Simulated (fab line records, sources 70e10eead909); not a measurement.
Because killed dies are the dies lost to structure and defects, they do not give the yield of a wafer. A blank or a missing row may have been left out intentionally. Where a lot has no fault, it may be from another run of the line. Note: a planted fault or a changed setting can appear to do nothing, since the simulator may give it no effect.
2 desks, one fault / flow nandHarc / every desk sees just its own numbers, and what lay behind them comes last

== DESK OF THE TOOL OWNER: pecvdOnon-01 ==
The tool's own readings at NHARC_A_ONON_D1_DEP_03 (target thk 1000 nm): means of the sampled wafers that have a number, for each lot that ran on this tool. Marked OUT: a lot whose mean sits more than 4 standard deviations from the usual mean, which makes it out of limits; the brackets give that distance.
Columns: A = n2FlowSccm at NHARC_A_ONON_D1_DEP_03, usual 2751 sccm; B = nh3FlowSccm at NHARC_A_ONON_D1_DEP_03, usual 499.8 sccm
lot=L626; first seen here=day 7 00:48; A=2759; B=499.1
lot=L639; first seen here=day 10 14:35; A=2742; B=500.5
lot=L640; first seen here=day 11 01:16; A=2746; B=500.3
lot=L642; first seen here=day 11 23:37; A=2768; B=499.3
Result from this desk: across the 4 lots, nothing is out of limits.

== FROM THE METROLOGY DESK ==
What the gauges read, lot by lot, whatever tool the lot ran on: means of the sampled wafers that have a number. Marked OUT: a lot whose mean sits more than 4 standard deviations from the usual mean, which makes it out of limits; the brackets give that distance.
Columns: A = thkNm at NHARC_A_ONON_D1_THK_MEAS_05, usual 999 nm
lot=L626; first seen here=day 7 01:19; A=992
lot=L629; first seen here=day 8 11:56; A=996
lot=L631; first seen here=day 8 21:57; A=1003
lot=L633; first seen here=day 9 15:53; A=1000
lot=L636; first seen here=day 10 03:05; A=1009
lot=L639; first seen here=day 10 15:07; A=991
lot=L641; first seen here=day 11 01:46; A=1006
lot=L640; first seen here=day 11 01:47; A=641 (-36) OUT
lot=L642; first seen here=day 11 23:58; A=619 (-38) OUT
lot=L643; first seen here=day 11 23:59; A=1001
lot=L649; first seen here=day 13 02:13; A=976
This desk's finding: out of limits on L640, L642; first on L640, day 11 01:47 (thkNm at NHARC_A_ONON_D1_THK_MEAS_05). In limits: L626, L629, L631, L633, L636, L639, L641, L643, L649.

== PUT TOGETHER ==
Metrology desk: alarm possible at day 11 01:47 on L640, L642.
Nothing out of limits was seen by the tool owner's desk.
The tool owner's desk has L640, L642 on record, within its limits.
All the named lots went through NHARC_A_ONON_D1_DEP_03 on pecvdOnon-01.

== WHAT HAD BEEN PUT IN BY THE SIMULATOR ==
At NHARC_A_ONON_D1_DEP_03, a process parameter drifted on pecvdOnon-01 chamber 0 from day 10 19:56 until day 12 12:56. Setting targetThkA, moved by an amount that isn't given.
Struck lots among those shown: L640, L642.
Per desk, hours elapsed from the start of the fault to the first reading out of limits: for the metrology desk, 6.
